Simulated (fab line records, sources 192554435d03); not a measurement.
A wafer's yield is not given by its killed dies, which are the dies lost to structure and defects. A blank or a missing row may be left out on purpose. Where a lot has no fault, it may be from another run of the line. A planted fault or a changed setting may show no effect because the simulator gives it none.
Split-lot experiment :: flow n5_finfet :: 21 wafers read from 7 lots, route of 1938 steps

== ON THE SPLIT ==
At N5_BEOL_M0_CUTY_COAT_50 (time 60 s, resist thk 15 nm), the setting spin_rpm was moved away from the recipe's 1500 rpm on 9 of the 21 wafers read, by -7.6% to +8.1%. The other wafers ran this setting at the recipe's value.

The split's own step is where the reading is taken.

== THE READING ==
SiARC_of_BEOL_M0_CUTY_COAT_50.thk_nm (the simulator's own value, which no gauge read), in nm, at N5_BEOL_M0_CUTY_COAT_50 (time 60 s, resist thk 15 nm). The file does not state a usual value for it.

wafer: L075.1
tool, chamber at the split: litho_track-05, 0
spin_rpm as run, rpm: 1500
against the recipe: recipe
SiARC_of_BEOL_M0_CUTY_COAT_50.thk_nm, nm: 15
against lot-mates on the recipe: -

wafer: L075.4
tool, chamber at the split: litho_track-05, 0
spin_rpm as run, rpm: 1500
against the recipe: recipe
SiARC_of_BEOL_M0_CUTY_COAT_50.thk_nm, nm: 15
against lot-mates on the recipe: -

wafer: L075.5
tool, chamber at the split: litho_track-05, 0
spin_rpm as run, rpm: 1500
against the recipe: recipe
SiARC_of_BEOL_M0_CUTY_COAT_50.thk_nm, nm: 15
against lot-mates on the recipe: -

wafer: L077.4
tool, chamber at the split: litho_track-05, 0
spin_rpm as run, rpm: 1422
against the recipe: -5.2%
SiARC_of_BEOL_M0_CUTY_COAT_50.thk_nm, nm: 15.4
against lot-mates on the recipe: +0.4

wafer: L077.5
tool, chamber at the split: litho_track-05, 0
spin_rpm as run, rpm: 1422
against the recipe: -5.2%
SiARC_of_BEOL_M0_CUTY_COAT_50.thk_nm, nm: 15.4
against lot-mates on the recipe: +0.4

wafer: L077.6
tool, chamber at the split: litho_track-05, 0
spin_rpm as run, rpm: 1500
against the recipe: recipe
SiARC_of_BEOL_M0_CUTY_COAT_50.thk_nm, nm: 15
against lot-mates on the recipe: -

wafer: L079.1
tool, chamber at the split: litho_track-04, 0
spin_rpm as run, rpm: 1621
against the recipe: +8.1%
SiARC_of_BEOL_M0_CUTY_COAT_50.thk_nm, nm: 14.4
against lot-mates on the recipe: -0.6

wafer: L079.4
tool, chamber at the split: litho_track-04, 0
spin_rpm as run, rpm: 1500
against the recipe: recipe
SiARC_of_BEOL_M0_CUTY_COAT_50.thk_nm, nm: 15
against lot-mates on the recipe: -

wafer: L079.6
tool, chamber at the split: litho_track-04, 0
spin_rpm as run, rpm: 1500
against the recipe: recipe
SiARC_of_BEOL_M0_CUTY_COAT_50.thk_nm, nm: 15
against lot-mates on the recipe: -

wafer: L082.3
tool, chamber at the split: litho_track-03, 0
spin_rpm as run, rpm: 1386
against the recipe: -7.6%
SiARC_of_BEOL_M0_CUTY_COAT_50.thk_nm, nm: 15.6
against lot-mates on the recipe: no lot-mate on the recipe

wafer: L082.4
tool, chamber at the split: litho_track-03, 0
spin_rpm as run, rpm: 1386
against the recipe: -7.6%
SiARC_of_BEOL_M0_CUTY_COAT_50.thk_nm, nm: 15.6
against lot-mates on the recipe: no lot-mate on the recipe

wafer: L082.5
tool, chamber at the split: litho_track-03, 0
spin_rpm as run, rpm: 1386
against the recipe: -7.6%
SiARC_of_BEOL_M0_CUTY_COAT_50.thk_nm, nm: 15.6
against lot-mates on the recipe: no lot-mate on the recipe

wafer: L085.3
tool, chamber at the split: litho_track-05, 0
spin_rpm as run, rpm: 1609
against the recipe: +7.3%
SiARC_of_BEOL_M0_CUTY_COAT_50.thk_nm, nm: 14.4
against lot-mates on the recipe: no lot-mate on the recipe

wafer: L085.6
tool, chamber at the split: litho_track-05, 0
spin_rpm as run, rpm: 1609
against the recipe: +7.3%
SiARC_of_BEOL_M0_CUTY_COAT_50.thk_nm, nm: 14.4
against lot-mates on the recipe: no lot-mate on the recipe

wafer: L085.5
tool, chamber at the split: litho_track-05, 0
spin_rpm as run, rpm: 1609
against the recipe: +7.3%
SiARC_of_BEOL_M0_CUTY_COAT_50.thk_nm, nm: 14.6
against lot-mates on the recipe: no lot-mate on the recipe

wafer: L086.2
tool, chamber at the split: litho_track-04, 0
spin_rpm as run, rpm: 1500
against the recipe: recipe
SiARC_of_BEOL_M0_CUTY_COAT_50.thk_nm, nm: 15
against lot-mates on the recipe: -

wafer: L086.4
tool, chamber at the split: litho_track-04, 0
spin_rpm as run, rpm: 1500
against the recipe: recipe
SiARC_of_BEOL_M0_CUTY_COAT_50.thk_nm, nm: 15
against lot-mates on the recipe: -

wafer: L086.6
tool, chamber at the split: litho_track-04, 0
spin_rpm as run, rpm: 1500
against the recipe: recipe
SiARC_of_BEOL_M0_CUTY_COAT_50.thk_nm, nm: 15
against lot-mates on the recipe: -

wafer: L092.3
tool, chamber at the split: litho_track-03, 0
spin_rpm as run, rpm: 1500
against the recipe: recipe
SiARC_of_BEOL_M0_CUTY_COAT_50.thk_nm, nm: 15
against lot-mates on the recipe: -

wafer: L092.4
tool, chamber at the split: litho_track-03, 0
spin_rpm as run, rpm: 1500
against the recipe: recipe
SiARC_of_BEOL_M0_CUTY_COAT_50.thk_nm, nm: 15
against lot-mates on the recipe: -

wafer: L092.5
tool, chamber at the split: litho_track-03, 0
spin_rpm as run, rpm: 1500
against the recipe: recipe
SiARC_of_BEOL_M0_CUTY_COAT_50.thk_nm, nm: 15
against lot-mates on the recipe: -

FIT RESULTS
A straight line over all 21 wafers: SiARC_of_BEOL_M0_CUTY_COAT_50.thk_nm changes by -0.076 nm for each +1% of spin_rpm; r = -0.99; the points scatter about the line by 0.039 nm.
The same after taking each lot's own level away (the mean of its wafers on the recipe; 15 wafers): -0.0755 nm for each +1%; r = -1.00; scatter 0.0034 nm.
Per that fit: largest spin_rpm move, reading shift of 0.61 nm.
The lots' own levels span 15.00 to 15.00 nm.
The two slopes are in agreement: the lot-to-lot level therefore moves the slope only a little.
Check: for one of the wafers moved furthest among these (+8.1%), held out of the fit, the line's prediction against its lot-mates is -0.621 nm. Against them it came out at -0.6 nm.

== FURTHER SPLITS ON THESE WAFERS ==
Other splits were also applied to these wafers ahead of the reading. Each is held against what the fit with the lots' levels taken away leaves over:
other split on the same wafers: N5_HKMG_FIN_ETCH_58 source_w
wafers away from the commonest value: 7
r with SiARC_of_BEOL_M0_CUTY_COAT_50.thk_nm (lot level and that fit taken away): +0.02

other split on the same wafers: N5_MOL_CONTACT_COAG_ALD_27 ald_cycles
wafers away from the commonest value: 6
r with SiARC_of_BEOL_M0_CUTY_COAT_50.thk_nm (lot level and that fit taken away): -0.21

other split on the same wafers: N5_MOL_CONTACT_COAG_ALD_133 ald_cycles
wafers away from the commonest value: 5
r with SiARC_of_BEOL_M0_CUTY_COAT_50.thk_nm (lot level and that fit taken away): +0.13

other split on the same wafers: N5_MOL_CONTACT_COAG_ETCH_67 source_w
wafers away from the commonest value: 10
r with SiARC_of_BEOL_M0_CUTY_COAT_50.thk_nm (lot level and that fit taken away): +0.04

== THE FILE'S OWN FIT ==
SiARC_of_BEOL_M0_CUTY_COAT_50.thk_nm changes by -0.0751 nm for each +1% of spin_rpm, r = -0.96.
